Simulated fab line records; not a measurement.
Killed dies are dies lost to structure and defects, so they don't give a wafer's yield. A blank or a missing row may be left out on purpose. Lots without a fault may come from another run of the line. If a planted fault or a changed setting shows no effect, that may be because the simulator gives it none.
Matching of chambers -- flow n5_finfet -- N5_SD_EPI_P_ETCH_37 on rie_diel-02 has 4 sister chambers
The step etches SOC in N2/H2, overetch 108 nm, time 486 s. 18 wafers are shown with their chamber, then 9 later ones without.

== WAFERS WITH THEIR CHAMBER ==
wafer,chamber,showerhead_plenum_p_Torr (Torr),throttle_valve_pct (%),drypump_motor_current_A (A)
L075.2,2,2.53,23.67,5.8
L075.3,1,2.65,23.84,5.7
L075.5,2,2.53,23.68,5.8
L077.2,2,2.53,23.68,5.8
L077.3,1,2.65,23.81,5.7
L077.5,0,2.56,24.08,6.5
L080.3,2,2.53,23.69,5.8
L080.4,0,2.56,24.11,6.5
L080.5,0,2.56,24.11,6.6
L082.1,3,2.46,24.27,6.5
L082.2,2,2.52,23.69,5.9
L082.4,0,2.55,24.11,6.6
L085.1,0,2.55,24.14,6.5
L085.2,2,2.52,23.71,5.8
L085.6,2,2.52,23.68,5.9
L087.2,3,2.46,24.29,6.6
L087.3,2,2.52,23.69,5.9
L087.4,1,2.64,23.84,5.7

SIGNATURES, as means of the wafers listed above
reading,chamber 0,chamber 1,chamber 2,chamber 3,scatter within a chamber
showerhead_plenum_p_Torr,2.5560,2.6467,2.5250,2.4600,0.00526
throttle_valve_pct,24.1100,23.8300,23.6863,24.2800,0.016
drypump_motor_current_A,6.540,5.700,5.838,6.550,0.0505
Rule: a wafer's distance from a chamber is the root of the sum, over the readings, of the square of ((its reading less the chamber's mean) divided by the reading's scatter). If the next closest chamber is less than 2 further off than the closest, the wafer can't be placed; otherwise it belongs to the closest. The scatter: take each reading less its chamber's mean, square it, sum over the shown wafers, divide by the number of wafers less the number of chambers, and take the root.

== WAFERS WITH NO CHAMBER GIVEN ==
wafer,showerhead_plenum_p_Torr (Torr),throttle_valve_pct (%),drypump_motor_current_A (A)
L092.1,2.52,23.72,5.8
L092.2,2.64,23.86,5.7
L092.3,2.45,24.30,6.6
L094.2,2.52,23.71,5.8
L094.3,2.45,24.30,6.5
L094.4,2.54,24.13,6.6
L096.2,2.63,23.86,5.7
L096.3,2.54,24.16,6.5
L096.5,2.51,23.70,5.9

== WHICH CHAMBER EACH ONE RAN IN ==
wafer,from the rows above,in truth
L092.1,2,2
L092.2,1,1
L092.3,3,3
L094.2,2,2
L094.3,3,3
L094.4,0,0
L096.2,1,1
L096.3,0,0
L096.5,2,2
Placed correctly: 9 of 9. Number that these rows cannot place: 0. Number placed wrongly: 0.
